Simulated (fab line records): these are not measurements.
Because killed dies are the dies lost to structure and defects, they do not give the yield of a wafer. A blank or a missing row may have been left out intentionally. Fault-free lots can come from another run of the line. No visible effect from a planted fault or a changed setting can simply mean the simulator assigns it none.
Which tool is to blame? / flow nandHarc / Sampling: 12 lots, 36 wafers, 5 of 1302 route steps

WHAT THE GAUGES READ, wafer by wafer
NHARC_THIN_TSV_CD_MEAS_12 targets a cd of 1000 nm. Usual: cdNm reads 998.4 nm (standard deviation 2.6).
lot=L679; measured=day 24 10:07; on=cdSem-02; cdNm (nm)=1000.2 997.9 1001.2; flag=
lot=L681; measured=day 25 04:13; on=cdSem-01; cdNm (nm)=995.4 995.7 996.5; flag=
lot=L682; measured=day 25 05:26; on=cdSem-02; cdNm (nm)=996.0 996.5 994.2; flag=
lot=L684; measured=day 25 19:31; on=cdSem-02; cdNm (nm)=998.2 995.4 1000.7; flag=
lot=L685; measured=day 27 08:21; on=cdSem-03; cdNm (nm)=994.8 999.0 998.1; flag=
lot=L686; measured=day 27 09:31; on=cdSem-01; cdNm (nm)=995.7 997.5 994.2; flag=
lot=L688; measured=day 28 09:55; on=cdSem-03; cdNm (nm)=999.6 995.8 996.9; flag=
lot=L689; measured=day 28 11:10; on=cdSem-02; cdNm (nm)=999.5 1000.0 1000.8; flag=
lot=L690; measured=day 28 17:13; on=cdSem-03; cdNm (nm)=995.8 1001.0 999.1; flag=
lot=L692; measured=day 29 10:32; on=cdSem-01; cdNm (nm)=1000.6 1002.6 998.6; flag=
lot=L693; measured=day 29 15:58; on=cdSem-01; cdNm (nm)=998.7 996.6 1002.4; flag=
lot=L701; measured=day 33 17:31; on=cdSem-01; cdNm (nm)=999.9 996.8 997.3; flag=

NHARC_END_SORT_01. Usual: for defectLimitedYield, 91 % with a standard deviation of 3.1; for killedAtArray, 57 with a standard deviation of 21; for killedAtOther, 0.9 with a standard deviation of 1.2; for killedAtPeriphery, 4.2 with a standard deviation of 2.9; for killedDies, 62 with a standard deviation of 21; for killedOpen, 3.2 with a standard deviation of 1.8; for killedShort, 2.4 with a standard deviation of 1.5.
lot=L686; measured=day 27 23:22; on=prober-02; defectLimitedYield (%)=94 93 93; killedAtArray=32 40 41; killedAtOther=2 1 0; killedAtPeriphery=8 6 5; killedDies=42 47 46; killedOpen=5 1 3; killedShort=2 3 1; flag=
lot=L689; measured=day 29 03:17; on=prober-02; defectLimitedYield (%)=94 95 95; killedAtArray=35 29 32; killedAtOther=0 0 0; killedAtPeriphery=6 5 3; killedDies=41 34 35; killedOpen=2 4 2; killedShort=2 3 1; flag=
lot=L692; measured=day 30 02:28; on=prober-02; defectLimitedYield (%)=88 78 78; killedAtArray=76 66 72; killedAtOther=0 1 0; killedAtPeriphery=2 81 77; killedDies=78 148 149; killedOpen=3 1 6; killedShort=2 3 3; flag=OFF
lot=L693; measured=day 30 10:14; on=prober-01; defectLimitedYield (%)=88 75 89; killedAtArray=70 74 69; killedAtOther=0 1 0; killedAtPeriphery=9 95 4; killedDies=79 170 73; killedOpen=1 5 2; killedShort=0 2 4; flag=OFF

TOOL THAT RAN EACH LOT (tool first, then ch and the chambers of the sampled wafers, then the start)
lot=L679; NHARC_P_BONDPAD_ETCH_24=rieDiel-08 ch 0,1, day 6 23:48; NHARC_THIN_TSV_STRIP_45=plasmaAsher-02 ch 0,1, day 24 11:17; NHARC_THIN_TSV_CMP_21=cmp-01 ch 0,1,2, day 24 14:34
lot=L681; NHARC_P_BONDPAD_ETCH_24=rieDiel-11 ch 1,3, day 8 02:48; NHARC_THIN_TSV_STRIP_45=plasmaAsher-01 ch 0,1, day 25 05:16; NHARC_THIN_TSV_CMP_21=cmp-04 ch 1,2, day 25 08:51
lot=L682; NHARC_P_BONDPAD_ETCH_24=rieDiel-11 ch 0,2, day 8 09:29; NHARC_THIN_TSV_STRIP_45=plasmaAsher-02 ch 0,1, day 25 06:35; NHARC_THIN_TSV_CMP_21=cmp-03 ch 0,1,3, day 25 09:49
lot=L684; NHARC_P_BONDPAD_ETCH_24=rieDiel-09 ch 0,1,2, day 9 01:13; NHARC_THIN_TSV_STRIP_45=plasmaAsher-02 ch 0,1, day 25 20:40; NHARC_THIN_TSV_CMP_21=cmp-03 ch 0,2,3, day 25 23:50
lot=L685; NHARC_P_BONDPAD_ETCH_24=rieDiel-09 ch 1,2, day 9 16:22; NHARC_THIN_TSV_STRIP_45=plasmaAsher-02 ch 0,1, day 27 09:23; NHARC_THIN_TSV_CMP_21=cmp-01 ch 1,3, day 27 12:41
lot=L686; NHARC_P_BONDPAD_ETCH_24=rieDiel-11 ch 0,1,3, day 10 09:02; NHARC_THIN_TSV_STRIP_45=plasmaAsher-02 ch 0,1, day 27 10:35; NHARC_THIN_TSV_CMP_21=cmp-03 ch 0,2, day 27 14:13
lot=L688; NHARC_P_BONDPAD_ETCH_24=rieDiel-08 ch 0,3, day 11 04:41; NHARC_THIN_TSV_STRIP_45=plasmaAsher-02 ch 0,1, day 28 11:01; NHARC_THIN_TSV_CMP_21=cmp-01 ch 1,2,3, day 28 14:26
lot=L689; NHARC_P_BONDPAD_ETCH_24=rieDiel-08 ch 1,2,3, day 11 15:30; NHARC_THIN_TSV_STRIP_45=plasmaAsher-01 ch 0,1, day 28 12:23; NHARC_THIN_TSV_CMP_21=cmp-03 ch 0,1, day 28 15:50
lot=L690; NHARC_P_BONDPAD_ETCH_24=rieDiel-08 ch 0,1,3, day 11 20:58; NHARC_THIN_TSV_STRIP_45=plasmaAsher-01 ch 0,1, day 28 18:28; NHARC_THIN_TSV_CMP_21=cmp-03 ch 1,3, day 28 21:53
lot=L692; NHARC_P_BONDPAD_ETCH_24=rieDiel-08 ch 0,2, day 12 12:55; NHARC_THIN_TSV_STRIP_45=plasmaAsher-01 ch 0,1, day 29 11:37; NHARC_THIN_TSV_CMP_21=cmp-01 ch 0,2, day 29 14:49
lot=L693; NHARC_P_BONDPAD_ETCH_24=rieDiel-08 ch 0,2,3, day 12 18:41; NHARC_THIN_TSV_STRIP_45=plasmaAsher-01 ch 0, day 29 17:02; NHARC_THIN_TSV_CMP_21=cmp-04 ch 0,2,3, day 29 20:20
lot=L701; NHARC_P_BONDPAD_ETCH_24=rieDiel-11 ch 1,2, day 16 09:09; NHARC_THIN_TSV_STRIP_45=plasmaAsher-01 ch 0,1, day 33 18:36; NHARC_THIN_TSV_CMP_21=cmp-04 ch 1,2, day 33 21:56
- NHARC_P_BONDPAD_ETCH_24: etches the open film in CF4/N2, target depth 30 nm, time 72.99 s.
- NHARC_THIN_TSV_STRIP_45: strips in O2.
- NHARC_THIN_TSV_CMP_21: polishes, t overpolish 30 s, target thk 2000 nm.

WHAT THE TOOLS THEMSELVES READ (means of the sampled wafers that have a number; where no wafer has one, the mark that the record gives instead)
NHARC_P_BONDPAD_ETCH_24. Usual: drypumpMotorCurrentA 5.7 A, standard deviation 0.47; oesProductAu 1.003 a.u., standard deviation 0.011; rfVppV 313.5 V, standard deviation 2; showerheadPlenumPTorr 2.59 Torr, standard deviation 0.11; throttleValvePct 19.794 %, standard deviation 0.0092.
lot=L679; tool=rieDiel-08; drypumpMotorCurrentA (A)=5.2; oesProductAu (a.u.)=1.010; rfVppV (V)=314.2; showerheadPlenumPTorr (Torr)=2.58; throttleValvePct (%)=19.801; flag=
lot=L681; tool=rieDiel-11; drypumpMotorCurrentA (A)=6.3; oesProductAu (a.u.)=1.009; rfVppV (V)=313.5; showerheadPlenumPTorr (Torr)=2.64; throttleValvePct (%)=19.789; flag=
lot=L682; tool=rieDiel-11; drypumpMotorCurrentA (A)=5.4; oesProductAu (a.u.)=1.000; rfVppV (V)=311.7; showerheadPlenumPTorr (Torr)=2.51; throttleValvePct (%)=19.796; flag=
lot=L684; tool=rieDiel-09; drypumpMotorCurrentA (A)=5.5; oesProductAu (a.u.)=0.997; rfVppV (V)=312.1; showerheadPlenumPTorr (Torr)=2.52; throttleValvePct (%)=19.789; flag=
lot=L685; tool=rieDiel-09; drypumpMotorCurrentA (A)=5.3; oesProductAu (a.u.)=1.001; rfVppV (V)=312.0; showerheadPlenumPTorr (Torr)=2.52; throttleValvePct (%)=19.793; flag=
lot=L686; tool=rieDiel-11; drypumpMotorCurrentA (A)=6.1; oesProductAu (a.u.)=0.997; rfVppV (V)=314.7; showerheadPlenumPTorr (Torr)=2.64; throttleValvePct (%)=19.794; flag=
lot=L688; tool=rieDiel-08; drypumpMotorCurrentA (A)=5.6; oesProductAu (a.u.)=1.007; rfVppV (V)=314.5; showerheadPlenumPTorr (Torr)=2.68; throttleValvePct (%)=19.796; flag=
lot=L689; tool=rieDiel-08; drypumpMotorCurrentA (A)=5.4; oesProductAu (a.u.)=1.006; rfVppV (V)=314.8; showerheadPlenumPTorr (Torr)=2.61; throttleValvePct (%)=19.799; flag=
lot=L690; tool=rieDiel-08; drypumpMotorCurrentA (A)=5.4; oesProductAu (a.u.)=1.005; rfVppV (V)=314.1; showerheadPlenumPTorr (Torr)=2.63; throttleValvePct (%)=19.793; flag=
lot=L692; tool=rieDiel-08; drypumpMotorCurrentA (A)=5.6; oesProductAu (a.u.)=1.009; rfVppV (V)=313.1; showerheadPlenumPTorr (Torr)=2.53; throttleValvePct (%)=19.798; flag=
lot=L693; tool=rieDiel-08; drypumpMotorCurrentA (A)=5.6; oesProductAu (a.u.)=1.005; rfVppV (V)=313.2; showerheadPlenumPTorr (Torr)=2.59; throttleValvePct (%)=19.792; flag=
lot=L701; tool=rieDiel-11; drypumpMotorCurrentA (A)=5.6; oesProductAu (a.u.)=0.990; rfVppV (V)=313.5; showerheadPlenumPTorr (Torr)=2.59; throttleValvePct (%)=19.796; flag=

NHARC_THIN_TSV_STRIP_45. Usual: drypumpMotorCurrentA 5.6 A, standard deviation 0.4; heaterPowerW 332 W, standard deviation 29.
lot=L679; tool=plasmaAsher-02; drypumpMotorCurrentA (A)=5.8; heaterPowerW (W)=311; flag=
lot=L681; tool=plasmaAsher-01; drypumpMotorCurrentA (A)=5.5; heaterPowerW (W)=367; flag=
lot=L682; tool=plasmaAsher-02; drypumpMotorCurrentA (A)=5.9; heaterPowerW (W)=305; flag=
lot=L684; tool=plasmaAsher-02; drypumpMotorCurrentA (A)=5.8; heaterPowerW (W)=313; flag=
lot=L685; tool=plasmaAsher-02; drypumpMotorCurrentA (A)=6.0; heaterPowerW (W)=307; flag=
lot=L686; tool=plasmaAsher-02; drypumpMotorCurrentA (A)=5.8; heaterPowerW (W)=300; flag=
lot=L688; tool=plasmaAsher-02; drypumpMotorCurrentA (A)=6.0; heaterPowerW (W)=309; flag=
lot=L689; tool=plasmaAsher-01; drypumpMotorCurrentA (A)=5.4; heaterPowerW (W)=362; flag=
lot=L690; tool=plasmaAsher-01; drypumpMotorCurrentA (A)=5.2; heaterPowerW (W)=369; flag=
lot=L692; tool=plasmaAsher-01; drypumpMotorCurrentA (A)=5.4; heaterPowerW (W)=366; flag=
lot=L693; tool=plasmaAsher-01; drypumpMotorCurrentA (A)=5.0; heaterPowerW (W)=373; flag=
lot=L701; tool=plasmaAsher-01; drypumpMotorCurrentA (A)=5.2; heaterPowerW (W)=359; flag=

NHARC_THIN_TSV_CMP_21. Usual: motorCurrentA 11.9 A, standard deviation 1.4; overpolishRunS 30.000 s, standard deviation 0.0089; padLifeWafers 214, standard deviation 120; slurryFilterDpKPa 13.48 kPa, standard deviation 0.14.
lot=L679; tool=cmp-01; motorCurrentA (A)=11.5; overpolishRunS (s)=29.991; padLifeWafers=122; slurryFilterDpKPa (kPa)=13.59; flag=
lot=L681; tool=cmp-04; motorCurrentA (A)=12.0; overpolishRunS (s)=29.994; padLifeWafers=294; slurryFilterDpKPa (kPa)=13.54; flag=
lot=L682; tool=cmp-03; motorCurrentA (A)=11.3; overpolishRunS (s)=30.000; padLifeWafers=122; slurryFilterDpKPa (kPa)=13.50; flag=
lot=L684; tool=cmp-03; motorCurrentA (A)=10.6; overpolishRunS (s)=30.002; padLifeWafers=181; slurryFilterDpKPa (kPa)=13.41; flag=
lot=L685; tool=cmp-01; motorCurrentA (A)=12.4; overpolishRunS (s)=29.994; padLifeWafers=2; slurryFilterDpKPa (kPa)=13.59; flag=
lot=L686; tool=cmp-03; motorCurrentA (A)=10.4; overpolishRunS (s)=29.999; padLifeWafers=361; slurryFilterDpKPa (kPa)=13.53; flag=
lot=L688; tool=cmp-01; motorCurrentA (A)=12.2; overpolishRunS (s)=29.999; padLifeWafers=92; slurryFilterDpKPa (kPa)=13.50; flag=
lot=L689; tool=cmp-03; motorCurrentA (A)=10.9; overpolishRunS (s)=30.004; padLifeWafers=36; slurryFilterDpKPa (kPa)=13.42; flag=
lot=L690; tool=cmp-03; motorCurrentA (A)=11.6; overpolishRunS (s)=29.993; padLifeWafers=68; slurryFilterDpKPa (kPa)=13.51; flag=
lot=L692; tool=cmp-01; motorCurrentA (A)=11.3; overpolishRunS (s)=30.003; padLifeWafers=217; slurryFilterDpKPa (kPa)=13.38; flag=
lot=L693; tool=cmp-04; motorCurrentA (A)=12.4; overpolishRunS (s)=29.996; padLifeWafers=391; slurryFilterDpKPa (kPa)=13.46; flag=
lot=L701; tool=cmp-04; motorCurrentA (A)=12.7; overpolishRunS (s)=30.000; padLifeWafers=392; slurryFilterDpKPa (kPa)=13.52; flag=

THE ANSWER, worked out from the rows above alone
Rule: lot off if the mean of its wafers having a number is beyond 3 standard deviations from the usual mean. A lot without any number at a reading at which 4 lots or more have one is off too. Where the step has rows for the other lots, those lots are counted as sound. The gauges are gone through in route order, then the tools' own readings, and for those a lot's mean is taken as printed above. At the first step where some lot is off, the reading lying furthest off is the one used; lots without a number count as furthest.
Off at NHARC_END_SORT_01 (killedAtPeriphery): L692, L693. Neither off nor sound, because the step has no rows for them: L679, L681, L682, L684, L685, L688, L690, L701.
A tool fits if, at a process step before that reading, it ran every lot that is off, and no sound lot after the first of them. The gauges at NHARC_END_SORT_01 are tried like those tools. This does not decide it: 2 tools fit, namely rieDiel-08 at NHARC_P_BONDPAD_ETCH_24 and plasmaAsher-01 at NHARC_THIN_TSV_STRIP_45.

WHAT HAD BEEN PUT IN BY THE SIMULATOR
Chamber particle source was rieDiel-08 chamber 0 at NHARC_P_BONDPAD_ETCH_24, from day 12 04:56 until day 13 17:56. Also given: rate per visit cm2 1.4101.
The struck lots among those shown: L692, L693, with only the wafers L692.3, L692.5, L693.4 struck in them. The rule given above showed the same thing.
